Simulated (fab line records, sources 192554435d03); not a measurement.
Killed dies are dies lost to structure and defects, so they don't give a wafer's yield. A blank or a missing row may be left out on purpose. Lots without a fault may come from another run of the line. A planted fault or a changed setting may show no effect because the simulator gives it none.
fab line records | flow n5_finfet
record lots=10 wafers=30 last_day=20
route steps=1938 shown BEOL_M3@941 BEOL_M4@1111 BEOL_M15@1819 MIM_TOP@1837 MIM_BOT_LITHO@1862 PASSIVATION@1936
lots that met no fault: from a run of the same line without faults
start_h: hours from the record's first day to the start of the lot's first wafer shown | wait_h: hours since the lot's step before | " the same as in the row above | L1.1+2: a row that stands for several wafers | - no value, or no start given | * or withheld: withheld | < > ~ a bound
route shown NAME@n: a module of which the file shows steps, and the number in the route of the first | usual: mean/standard deviation of fault-free wafers | same: alike in all rows | chamber/n: place in a boat | sites: the reading at each site | _std_site: their standard deviation | _edge_site: outer sites' mean less inner sites' | radius_mm: how far each site lies from the wafer's centre | mask NAME#n: copy n | behind: the tool/chamber that last shaped the wafer | hold: why the lot was held/for how many hours/how that ended | device: the transistor (n, p or np) that didn't switch | end of line: the same wafers' tests at the end of the route | a step without rows: its recipe alone | killed: dies lost to structure and defects at the first sort, not the wafer's yield | map: a wafer's dies, x killed, . not, _ none there
set.NAME: the setting as run; set.NAME@STEP: as run at that earlier step | model.NAME: the simulator's own value behind a step, which no gauge read
steps of the route over a sample of lots; a table a step, a row a wafer
services: from which hour (start_h, from the record's first day; less than 0 if before it) a tool's chamber was out of use, for how many hours, and why
## steps
# step N5_BEOL_M3_EXPOSE_08
# recipe mask_id=M3 na=0.33 source_shape=dipole sigma_inner=0.369 sigma_outer=0.767 polarization=unpolarized dose_mj=33
# columns lot.wafer tool chamber start_h wait_h mask
L728.2+5+6 euv_scanner-02 0 144.38 - M3#0
L729.2+3+4 euv_scanner-02 0 166.79 - M3#0
L730.1+2+4 euv_scanner-02 0 211.07 - M3#0
L731.1+2+5 euv_scanner-02 0 211.50 - M3#0
L732.1+3+5 euv_scanner-02 0 211.72 - M3#0
L733.3+5+6 euv_scanner-02 0 222.11 - M3#0
L750.1+2+3 euv_scanner-02 0 327.71 - M3#0
L749.1+2+4 euv_scanner-02 0 327.83 - M3#0
L748.1+4+5 euv_scanner-01 0 331.12 - M3#0
L751.4+5+6 euv_scanner-02 0 332.17 - M3#0
# step N5_BEOL_M4_RC_MEAS_101
# usual DIBL_N=36.5/1.2 DIBL_P=36.5/1.6 IOFF_N=0.162/0.023 IOFF_P=0.221/0.03 ION_N=678/8 ION_P=466/6.3 SS_N=71.6/0.46 SS_P=73.3/0.57 VT_N=249.2/2.6 VT_P=-249/3.3
# columns lot.wafer tool chamber start_h wait_h DIBL_N[mV/V] DIBL_P[mV/V] IOFF_N[nA/um] IOFF_P[nA/um] ION_N[uA/um] ION_P[uA/um] SS_N[mV/dec] SS_P[mV/dec] VT_N[mV] VT_P[mV]
L728.2 prober-02 0 183.81 0.3 38.6 36.2 0.178 0.225 683 463 71.8 73.7 247.0 -252
L728.5 " 0 " " 36.6 34.8 0.144 0.207 665 460 71.2 73.2 249.8 -250
L728.6 " 0 " " 37.1 34.5 0.149 0.197 679 463 72.2 72.9 249.5 -252
L729.2 prober-02 0 227.78 0.2 36.0 36.5 0.144 0.206 675 469 71.5 73.3 252.9 -250
L729.3 " 0 " " 37.7 39.4 0.172 0.268 675 476 71.9 73.8 246.7 -247
L729.4 " 0 " " 38.3 39.4 0.186 0.272 688 475 71.6 73.1 248.1 -244
L731.1 prober-02 0 235.17 0.0 34.9 33.9 0.131 0.212 674 468 71.7 72.4 250.3 -247
L731.2 " 0 " " 35.4 32.9 0.129 0.198 664 456 71.5 72.3 253.1 -251
L731.5 " 0 " " 36.6 34.1 0.145 0.216 668 469 72.1 72.4 250.4 -247
L732.1 prober-02 0 241.66 0.0 36.6 38.9 0.186 0.239 683 467 71.1 74.4 248.0 -248
L732.3 " 0 " " 37.0 39.9 0.209 0.253 693 470 71.8 73.7 244.0 -245
L732.5 " 0 " " 36.9 39.0 0.191 0.232 682 470 71.4 73.8 246.5 -248
L730.1 prober-02 0 242.59 0.4 35.9 36.2 0.143 0.197 676 470 71.2 73.5 251.3 -252
L730.2 " 0 " " 38.2 38.8 0.187 0.249 691 468 71.9 74.2 247.9 -249
L730.4 " 0 " " 34.9 34.9 0.126 0.177 664 458 71.0 73.4 253.5 -254
L733.3 prober-02 0 251.41 0.3 36.1 37.8 0.161 0.257 681 471 72.2 74.1 250.2 -245
L733.5 " 0 " " 36.5 37.9 0.169 0.252 686 475 72.2 73.7 248.9 -245
L733.6 " 0 " " 35.3 36.7 0.151 0.234 677 470 72.2 73.3 248.3 -245
L750.1 prober-02 0 357.87 0.0 36.5 36.1 0.189 0.268 692 478 71.5 73.4 246.6 -241
L750.2 " 0 " " 34.9 33.7 0.157 0.225 680 474 71.4 72.5 248.0 -245
L750.3 " 0 " " 34.3 34.0 0.154 0.230 686 477 71.4 72.6 248.0 -246
L749.1 prober-02 0 361.53 0.0 37.5 37.2 0.169 0.210 675 462 72.1 73.1 250.7 -251
L749.2 " 0 " " 37.1 36.5 0.147 0.203 669 462 72.0 72.9 251.4 -249
L749.4 " 0 " " 35.6 34.3 0.125 0.176 668 459 70.9 73.2 253.9 -252
L748.1 prober-01 0 364.54 0.0 38.0 36.7 0.167 0.214 674 462 72.0 74.3 246.7 -249
L748.4 " 0 " " 37.1 35.6 0.155 0.203 677 465 71.5 72.9 248.8 -250
L748.5 " 0 " " 36.0 34.9 0.138 0.189 672 464 71.7 73.1 250.6 -249
L751.4 prober-02 0 367.87 0.5 38.1 38.1 0.181 0.251 678 468 72.3 74.5 248.3 -249
L751.5 " 0 " " 37.7 36.9 0.170 0.233 691 469 72.2 74.4 249.1 -247
L751.6 " 0 " " 39.2 38.9 0.206 0.258 690 463 72.1 73.9 245.9 -249
# step N5_BEOL_M15_SPUTTER_43
# recipe material=TaN target_thk_a=150 temp_c=50 bias_v=168.6 power_w=15000 chamber_pressure_pa=0.12 time_s=24.19
# usual throttle_valve_pct=29.6/1
# columns lot.wafer tool chamber start_h wait_h throttle_valve_pct
L728.2 pvd_sputter-03 - 297.55 0.0 27.9
L728.5 " - " " 27.8
L728.6 " - " " 28.7
L729.2 pvd_sputter-01 - 319.33 0.0 28.7
L729.3 " - " " 31.3
L729.4 " - " " 30.2
L731.1 pvd_sputter-03 - 322.90 0.0 29.0
L731.2 " - " " 27.8
L731.5 " - " " 30.7
L730.1 pvd_sputter-03 - 323.78 0.0 30.8
L730.2 " - " " 28.7
L730.4 " - " " 29.3
L732.1 pvd_sputter-03 - 330.11 0.0 29.3
L732.3 " - " " 28.0
L732.5 " - " " 29.2
L733.3 pvd_sputter-01 - 330.18 0.0 29.2
L733.5 " - " " 30.9
L733.6 " - " " 30.0
L750.1 pvd_sputter-01 - 443.52 0.0 31.2
L750.2 " - " " 29.7
L750.3 " - " " 28.7
L749.1 pvd_sputter-02 - 443.95 0.0 30.2
L749.2 " - " " 28.9
L749.4 " - " " 31.4
L751.4 pvd_sputter-02 - 453.15 0.0 31.3
L751.5 " - " " 30.2
L751.6 " - " " 30.1
L748.1 pvd_sputter-02 - 463.64 0.0 30.1
L748.4 " - " " 31.2
L748.5 " - " " 30.4
# step N5_MIM_TOP_DEGAS_04
# recipe ambient=vacuum temp_c=300 time_s=60
# usual heater_power_w=475/54
# columns lot.wafer tool chamber start_h wait_h heater_power_w
L728.2 pvd_sputter-01 - 303.56 - 496
L728.5 " - " " 576
L728.6 " - " " 493
L729.2 pvd_sputter-03 - 324.22 - 418
L729.3 " - " " 406
L729.4 " - " " 390
L731.1 pvd_sputter-01 - 327.08 - 491
L731.2 " - " " 486
L731.5 " - " " 493
L730.1 pvd_sputter-02 - 327.17 - 534
L730.2 " - " " 519
L730.4 " - " " 481
L732.1 pvd_sputter-02 - 336.15 - 456
L732.3 " - " " 493
L732.5 " - " " 446
L733.3 pvd_sputter-02 - 336.27 - 536
L733.5 " - " " 454
L733.6 " - " " 532
L750.1 pvd_sputter-03 - 450.07 - 400
L750.2 " - " " 434
L750.3 " - " " 404
L749.1 pvd_sputter-01 - 450.62 - 480
L749.2 " - " " 472
L749.4 " - " " 504
L751.4 pvd_sputter-01 - 457.78 - 489
L751.5 " - " " 501
L751.6 " - " " 574
L748.1 pvd_sputter-01 - 469.14 - 481
L748.4 " - " " 591
L748.5 " - " " 481
# step N5_MIM_BOT_LITHO_CD_MEAS_08
# recipe target_cd_nm=3000 landing_energy_ev=500 detector=se_inlens polarity=opening
# usual cd_nm=2999.7/1.3
# columns lot.wafer tool chamber start_h wait_h cd_nm
L728.2 cd_sem-02 0 304.86 - 2999.3
L728.5 " 0 " " 3000.5
L728.6 " 0 " " 2998.5
L729.2 cd_sem-03 0 325.67 - 3000.2
L729.3 " 0 " " 3000.9
L729.4 " 0 " " 2997.7
L731.1 cd_sem-01 0 328.49 - 2999.2
L731.2 " 0 " " 2999.3
L731.5 " 0 " " 2999.3
L730.1 cd_sem-03 0 328.66 - 2999.3
L730.2 " 0 " " 2996.9
L730.4 " 0 " " 2998.7
L732.1 cd_sem-02 0 337.92 - 3000.0
L732.3 " 0 " " 3000.4
L732.5 " 0 " " 2999.8
L733.3 cd_sem-03 0 337.96 - 3002.0
L733.5 " 0 " " 3002.6
L733.6 " 0 " " 3000.8
L750.1 cd_sem-03 0 451.39 - 2998.9
L750.2 " 0 " " 2999.7
L750.3 " 0 " " 2997.3
L749.1 cd_sem-02 0 451.78 - 2998.5
L749.2 " 0 " " 2998.3
L749.4 " 0 " " 2998.2
L751.4 cd_sem-01 0 459.34 - 3000.6
L751.5 " 0 " " 2999.4
L751.6 " 0 " " 2999.3
L748.1 cd_sem-02 0 470.63 - 3000.8
L748.4 " 0 " " 3000.4
L748.5 " 0 " " 3000.9
# step N5_PASSIVATION_PROBE_49
# usual defect_limited_yield=91.2/1.3 killed_at_M0_to_M3=34/9.2 killed_at_M4_up=14/5 killed_at_contacts=13/6.7 killed_at_front_end=39/12 killed_at_other=4/3.3 killed_dies=104/15 killed_on_rim=14/3.7 killed_open=68/12 killed_short=34/7.5 sort_bin_5_function=5.2/0.87 sort_bin_6_memory=3.3/0.63 sort_n_pass=1076/15 sort_yield_pct=91.2/1.3
# same gross_dies=1180 killed_at_back_side=0 sort_bin_4_leakage[%]=0 sort_bin_8_speed[%]=0
# columns lot.wafer tool chamber start_h wait_h defect_limited_yield[%] killed_at_M0_to_M3 killed_at_M4_up killed_at_contacts killed_at_front_end killed_at_other killed_dies killed_on_rim killed_open killed_short sort_bin_5_function[%] sort_bin_6_memory[%] sort_n_pass sort_yield_pct[%]
L733.3 prober-01 - 350.22 0.1 52.8 494 12 11 26 14 557 75 60 36 28.6 16.4 623 52.8
L733.5 prober-01 - 350.32 0.2 55.8 437 20 15 48 1 521 70 86 31 28.3 13.5 659 55.8
L733.6 prober-01 - 350.37 0.3 91.4 31 16 13 38 3 101 12 68 30 4.6 3.7 1079 91.4
# killed by level:class
L733.3 BEOL_M3:area_expose=460 MOL_CONTACT_COAG:geometric_particle:open=10 BEOL_M0_SAQP:geometric_particle:short=9 BEOL_M4:geometric_particle:open=9 BEOL_M1:geometric_particle:open=6 BEOL_M0_SAQP:geometric_particle:open=6 BEOL_M3:geometric_particle:open=6 FIN_SAQP:geometric_particle:short=4
L733.5 BEOL_M3:area_expose=400 STI_FIN_REVEAL:geometric_particle:open=14 MOL_CONTACT_COAG:geometric_particle:open=12 BEOL_M4:geometric_particle:open=12 BEOL_M1:geometric_particle:open=10 BEOL_M2:geometric_particle:open=8 FIN_SAQP:geometric_particle:short=7 DUMMY_GATE:geometric_particle:open=7
L733.6 MOL_CONTACT_COAG:geometric_particle:open=12 BEOL_M0:geometric_particle:open=8 FIN_SAQP:geometric_particle:open=7 BEOL_M0_SAQP:geometric_particle:short=7 FIN_SAQP:geometric_particle:short=6 BEOL_M4:geometric_particle:open=6 STI_FIN_REVEAL:geometric_particle:open=4 BEOL_M3:geometric_particle:open=4
## services
# columns tool chamber start_h hours kind
pvd_sputter-01 - 127.38 0.8 repair
euv_scanner-01 - 134.50 91.5 repair
euv_scanner-02 - 146.75 18.1 repair
euv_scanner-02 - 178.16 28.1 repair
pvd_sputter-03 - 188.94 5.9 repair
pvd_sputter-02 - 202.44 2.8 repair
euv_scanner-02 - 206.29 4.6 pm
pvd_sputter-03 - 211.08 3.7 repair
euv_scanner-02 - 219.95 1.0 pm
euv_scanner-01 - 226.04 1.0 pm
euv_scanner-01 - 227.05 1.0 pm
euv_scanner-02 - 227.47 2.0 repair
euv_scanner-02 - 262.06 1.0 pm
euv_scanner-02 - 264.95 0.5 repair
euv_scanner-01 - 266.41 4.6 pm
euv_scanner-01 - 277.99 1.0 pm
euv_scanner-01 - 280.28 12.0 pm
euv_scanner-02 - 318.21 1.0 pm
euv_scanner-02 - 319.60 0.5 repair
euv_scanner-02 - 353.35 4.6 pm
euv_scanner-02 - 362.49 0.2 repair
euv_scanner-02 - 374.36 1.0 pm
euv_scanner-02 - 430.53 1.0 pm
pvd_sputter-02 - 444.70 7.5 repair
## key
first_sign step=N5_PASSIVATION_PROBE_49 reading=killed_at_M0_to_M3 direction=up sigmas=47 usual=34 struck=466
effect step=N5_PASSIVATION_PROBE_49 reading=defect_limited_yield direction=down sigmas=29 usual=91.2 struck=54.3
more_kills_born_at N5_BEOL_M3_EXPOSE_08@euv_scanner-02=860
met_at N5_BEOL_M3_EXPOSE_08
struck_lots L733
struck_wafers L733.3,L733.5
not_acting_at N5_BEOL_M15_SPUTTER_43,N5_MIM_TOP_DEGAS_04,N5_MIM_BOT_LITHO_CD_MEAS_08
onset_between 211.72 222.11
fault kind=process_parameter_drift tool=euv_scanner-02 chamber=- onset_h=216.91 steps=N5_BEOL_M3_EXPOSE_08 channel=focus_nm offset=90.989 shape=step end_h=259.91 scope=struck_wafers_only
